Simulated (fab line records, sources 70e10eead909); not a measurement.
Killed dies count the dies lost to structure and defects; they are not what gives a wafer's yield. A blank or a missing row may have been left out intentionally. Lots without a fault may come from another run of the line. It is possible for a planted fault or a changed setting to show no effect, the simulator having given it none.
Which tool did it? | flow nandHarc | Sampling: 10 lots, 30 wafers, 5 of 1302 route steps

## WHAT THE GAUGES SHOWED, per wafer
NHARC_THIN_TSV_CD_MEAS_33: the cd target is 5000 nm.
lot  | measured     | on       | cdNm (nm)
L158 | day 23 18:11 | cdSem-02 | 4999.4 4999.6 5000.2
L159 | day 24 05:55 | cdSem-02 | 4998.0 4998.5 4998.4
L161 | day 24 20:14 | cdSem-02 | 5000.6 5000.5 5001.8
L171 | day 30 04:16 | cdSem-02 | 5000.0 4999.3 4998.8
L172 | day 30 18:23 | cdSem-01 | 5000.4 4998.4 4998.7
L174 | day 30 19:38 | cdSem-03 | 4998.4 4999.5 4999.6
L177 | day 31 03:21 | cdSem-02 | 5001.0 5001.0 4999.5
L178 | day 32 08:32 | cdSem-02 | 5000.9 5001.4 5000.3
L181 | day 33 09:31 | cdSem-01 | 4999.6 4999.3 4998.3
L180 | day 34 21:59 | cdSem-02 | 4998.7 4999.7 4998.5

NHARC_END_WLT_00.
lot  | measured     | on        | VT_DECK1_BOTTOM   | VT_DECK1_BOTTOM_INNER | VT_DECK1_MEDIAN_NEAR_BOTTOM | VT_DECK1_MEDIAN_NEAR_BOTTOM_INNER | VT_DECK1_MIDDLE   | VT_DECK1_MIDDLE_INNER | VT_DECK1_TOP      | VT_DECK1_TOP_INNER | VT_DECK2_BOTTOM   | VT_DECK2_BOTTOM_INNER | VT_DECK2_MEDIAN_NEAR_BOTTOM | VT_DECK2_MEDIAN_NEAR_BOTTOM_INNER | VT_DECK2_MIDDLE   | VT_DECK2_MIDDLE_INNER | VT_DECK2_TOP      | VT_DECK2_TOP_INNER
L158 | day 24 01:20 | prober-02 | 0.879 0.882 0.887 | 0.884 0.883 0.885     | 0.882 0.884 0.877           | 0.883 0.884 0.891                 | 0.896 0.890 0.888 | 0.895 0.898 0.892     | 0.907 0.907 0.909 | 0.911 0.903 0.905  | 0.859 0.864 0.860 | 0.854 0.863 0.865     | 0.860 0.858 0.869           | 0.863 0.860 0.866                 | 0.870 0.881 0.878 | 0.877 0.878 0.866     | 0.885 0.883 0.885 | 0.884 0.881 0.892
L159 | day 24 11:30 | prober-02 | 0.875 0.870 0.878 | 0.864 0.872 0.875     | 0.877 0.877 0.876           | 0.870 0.876 0.877                 | 0.883 0.887 0.882 | 0.884 0.882 0.888     | 0.893 0.894 0.891 | 0.899 0.893 0.897  | 0.874 0.883 0.883 | 0.877 0.873 0.874     | 0.875 0.878 0.883           | 0.876 0.879 0.884                 | 0.889 0.898 0.893 | 0.888 0.889 0.890     | 0.902 0.904 0.912 | 0.897 0.898 0.913
L161 | day 25 03:23 | prober-02 | 0.935 0.960 0.945 | 0.949 0.953 0.945     | 0.954 0.956 0.944           | 0.946 0.950 0.947                 | 0.970 0.963 0.973 | 0.969 0.962 0.969     | 0.978 0.985 0.980 | 0.978 0.978 0.987  | 0.870 0.860 0.871 | 0.874 0.877 0.863     | 0.876 0.864 0.870           | 0.875 0.867 0.866                 | 0.886 0.884 0.878 | 0.894 0.890 0.872     | 0.893 0.888 0.894 | 0.897 0.897 0.896
L171 | day 30 09:01 | prober-02 | 0.858 0.870 0.863 | 0.861 0.872 0.864     | 0.862 0.872 0.869           | 0.866 0.870 0.859                 | 0.881 0.874 0.884 | 0.874 0.890 0.878     | 0.894 0.891 0.898 | 0.888 0.893 0.883  | 0.878 0.872 0.875 | 0.881 0.878 0.885     | 0.884 0.882 0.885           | 0.871 0.879 0.882                 | 0.890 0.889 0.887 | 0.891 0.893 0.891     | 0.900 0.902 0.902 | 0.914 0.907 0.901
L172 | day 31 00:28 | prober-01 | 0.857 0.851 0.851 | 0.850 0.850 0.849     | 0.860 0.854 0.863           | 0.853 0.861 0.855                 | 0.869 0.871 0.862 | 0.861 0.868 0.865     | 0.878 0.864 0.875 | 0.874 0.867 0.878  | 0.876 0.875 0.882 | 0.880 0.882 0.884     | 0.883 0.881 0.881           | 0.883 0.880 0.882                 | 0.897 0.900 0.890 | 0.903 0.894 0.899     | 0.904 0.907 0.901 | 0.902 0.904 0.905
L174 | day 31 00:59 | prober-02 | 0.882 0.874 0.872 | 0.874 0.882 0.879     | 0.878 0.876 0.869           | 0.884 0.874 0.869                 | 0.885 0.884 0.901 | 0.887 0.895 0.887     | 0.898 0.905 0.900 | 0.898 0.901 0.905  | 0.873 0.861 0.868 | 0.867 0.869 0.875     | 0.869 0.869 0.876           | 0.868 0.870 0.874                 | 0.883 0.885 0.886 | 0.876 0.882 0.884     | 0.900 0.891 0.898 | 0.893 0.893 0.894
L177 | day 31 10:53 | prober-02 | 0.872 0.873 0.879 | 0.877 0.879 0.875     | 0.879 0.874 0.873           | 0.879 0.874 0.869                 | 0.884 0.875 0.882 | 0.891 0.884 0.885     | 0.889 0.897 0.893 | 0.901 0.894 0.902  | 0.868 0.863 0.863 | 0.870 0.867 0.866     | 0.864 0.868 0.869           | 0.874 0.868 0.870                 | 0.881 0.885 0.879 | 0.881 0.875 0.881     | 0.884 0.890 0.888 | 0.892 0.891 0.889
L178 | day 32 15:36 | prober-01 | 0.873 0.875 0.867 | 0.871 0.869 0.869     | 0.873 0.875 0.866           | 0.868 0.874 0.873                 | 0.880 0.894 0.887 | 0.888 0.883 0.892     | 0.902 0.905 0.895 | 0.899 0.902 0.903  | 0.872 0.868 0.864 | 0.872 0.879 0.870     | 0.864 0.864 0.873           | 0.865 0.874 0.871                 | 0.893 0.875 0.888 | 0.883 0.880 0.885     | 0.891 0.897 0.892 | 0.895 0.887 0.897
L181 | day 33 16:54 | prober-01 | 0.860 0.858 0.871 | 0.857 0.862 0.867     | 0.859 0.866 0.870           | 0.874 0.858 0.866                 | 0.883 0.873 0.881 | 0.874 0.881 0.877     | 0.892 0.895 0.881 | 0.890 0.895 0.880  | 0.876 0.876 0.879 | 0.876 0.874 0.885     | 0.882 0.874 0.877           | 0.884 0.883 0.871                 | 0.888 0.896 0.892 | 0.893 0.886 0.893     | 0.901 0.902 0.901 | 0.908 0.903 0.906
L180 | day 35 04:30 | prober-01 | 0.873 0.868 0.864 | 0.876 0.870 0.870     | 0.883 0.881 0.873           | 0.885 0.883 0.874                 | 0.892 0.884 0.892 | 0.897 0.885 0.879     | 0.905 0.902 0.912 | 0.906 0.903 0.901  | 0.878 0.886 0.878 | 0.875 0.878 0.885     | 0.869 0.884 0.875           | 0.888 0.881 0.877                 | 0.893 0.893 0.889 | 0.901 0.897 0.889     | 0.902 0.903 0.904 | 0.912 0.898 0.897

## EACH LOT AND THE TOOL THAT RAN IT (in order: tool; ch and the chambers of the sampled wafers; start)
lot  | NHARC_A_CHANNEL_FILL_D1_CVD_05  | NHARC_A_BONDPAD_DESCUM_11         | NHARC_THIN_TSV_PVD_19
L158 | lpcvdPoly-01 ch 0, day 9 21:55  | rieDiel-07 ch 0,1,3, day 22 21:14 | pvdSputter-01, day 23 18:11 or earlier
L159 | lpcvdPoly-04 ch 0, day 10 15:13 | rieDiel-09 ch 0,2, day 23 10:20   | pvdSputter-01, day 24 05:55 or earlier
L161 | lpcvdPoly-04 ch 0, day 11 03:23 | rieDiel-07 ch 0,2,3, day 23 23:20 | pvdSputter-03, day 24 20:14 or earlier
L171 | lpcvdPoly-04 ch 0, day 15 17:58 | rieDiel-07 ch 1,2,3, day 29 08:53 | pvdSputter-02, day 30 04:16 or earlier
L172 | lpcvdPoly-03 ch 0, day 16 09:16 | rieDiel-09 ch 0,2,3, day 29 18:08 | pvdSputter-02, day 30 18:23 or earlier
L174 | lpcvdPoly-04 ch 0, day 16 21:23 | rieDiel-09 ch 2,3, day 30 00:29   | pvdSputter-01, day 30 19:38 or earlier
L177 | lpcvdPoly-04 ch 0, day 17 17:28 | rieDiel-07 ch 0,2,3, day 30 06:17 | pvdSputter-03, day 31 03:21 or earlier
L178 | lpcvdPoly-04 ch 0, day 18 03:55 | rieDiel-09 ch 2,3, day 31 06:22   | pvdSputter-01, day 32 08:32 or earlier
L181 | lpcvdPoly-04 ch 0, day 19 06:48 | rieDiel-09 ch 0,1,3, day 32 12:53 | pvdSputter-01, day 33 09:31 or earlier
L180 | lpcvdPoly-04 ch 0, day 20 16:31 | rieDiel-09 ch 1,2,3, day 34 00:05 | pvdSputter-03, day 34 21:59 or earlier
- NHARC_A_CHANNEL_FILL_D1_CVD_05: deposits poly-Si, target thk 5 nm.
- NHARC_A_BONDPAD_DESCUM_11: chemistry O2, time 3 s.
- NHARC_THIN_TSV_PVD_19: deposits TaN, target thk 20 nm.

## AS READ BY THE TOOLS THEMSELVES (means over the sampled wafers that have a number; for cases with no such wafer, the mark the record gives instead)
NHARC_A_CHANNEL_FILL_D1_CVD_05.
lot  | tool         | zonePowerCentrePct (%)
L158 | lpcvdPoly-01 | 8.0
L159 | lpcvdPoly-04 | 7.9
L161 | lpcvdPoly-04 | 7.9
L171 | lpcvdPoly-04 | 7.8
L172 | lpcvdPoly-03 | 8.8
L174 | lpcvdPoly-04 | 7.9
L177 | lpcvdPoly-04 | 7.9
L178 | lpcvdPoly-04 | 7.9
L181 | lpcvdPoly-04 | 8.0
L180 | lpcvdPoly-04 | 7.8

NHARC_A_BONDPAD_DESCUM_11.
lot  | tool       | drypumpMotorCurrentA (A) | oesProductAu (a.u.) | rfVppV (V) | showerheadPlenumPTorr (Torr) | throttleValvePct (%)
L158 | rieDiel-07 | 5.9                      | 0.993               | 58.4       | 1.94                         | 11.309
L159 | rieDiel-09 | 5.6                      | 0.993               | 57.7       | 1.98                         | 11.306
L161 | rieDiel-07 | 6.0                      | 0.997               | 57.9       | 1.92                         | 11.310
L171 | rieDiel-07 | 5.9                      | 1.006               | 58.0       | 1.97                         | 11.318
L172 | rieDiel-09 | 5.9                      | 1.004               | 58.5       | 1.93                         | 11.299
L174 | rieDiel-09 | 6.2                      | 1.002               | 58.0       | 1.95                         | 11.316
L177 | rieDiel-07 | 6.0                      | 1.002               | 58.6       | 1.91                         | 11.308
L178 | rieDiel-09 | 5.9                      | 1.000               | 58.2       | 2.00                         | 11.312
L181 | rieDiel-09 | 5.9                      | 1.006               | 57.5       | 1.88                         | 11.307
L180 | rieDiel-09 | 6.0                      | 0.996               | 57.6       | 1.95                         | 11.312

NHARC_THIN_TSV_PVD_19.
lot  | tool          | throttleValvePct (%)
L158 | pvdSputter-01 | 30.3
L159 | pvdSputter-01 | 28.3
L161 | pvdSputter-03 | 31.2
L171 | pvdSputter-02 | 30.5
L172 | pvdSputter-02 | 30.4
L174 | pvdSputter-01 | 29.6
L177 | pvdSputter-03 | 31.0
L178 | pvdSputter-01 | 29.9
L181 | pvdSputter-01 | 29.8
L180 | pvdSputter-03 | 31.8

## THE ANSWER, worked out from the rows above alone
Rule: usual is defined by the lots themselves. Put in order of their means at a reading, lots are off if they are a third of the lots or fewer, leave a main group of 4 or more, and stand apart from it by a gap of 3 or more times the standard deviation of the main group's means; of several such gaps the widest counts. The tables above print the reading to a certain number of digits; a main group whose means all agree to those digits is not used. Also off: a lot with no number at a reading for which 4 or more lots have one. Where the step has rows for the other lots, those lots are counted as sound. The gauges are gone through in route order, then the tools' own readings, and for those a lot's mean is taken as printed above. The first step at which some lot is off is used, and at that step the reading that is off furthest; a lot without a number counts as furthest.
Off: L161, seen at NHARC_END_WLT_00 (VT_DECK1_MIDDLE). The main group: mean 0.883, standard deviation 0.0071.
If a tool, at a process step before that reading, ran all the lots that are off and no sound lot after the first of them, it fits. Gauges at NHARC_END_WLT_00: tried the same way as those tools. NHARC_THIN_TSV_PVD_19: start missing for some lots; hours and lot order therefore follow NHARC_THIN_TSV_CD_MEAS_33. Of those tried, none fits.

## WHAT THE SIMULATOR PUT IN
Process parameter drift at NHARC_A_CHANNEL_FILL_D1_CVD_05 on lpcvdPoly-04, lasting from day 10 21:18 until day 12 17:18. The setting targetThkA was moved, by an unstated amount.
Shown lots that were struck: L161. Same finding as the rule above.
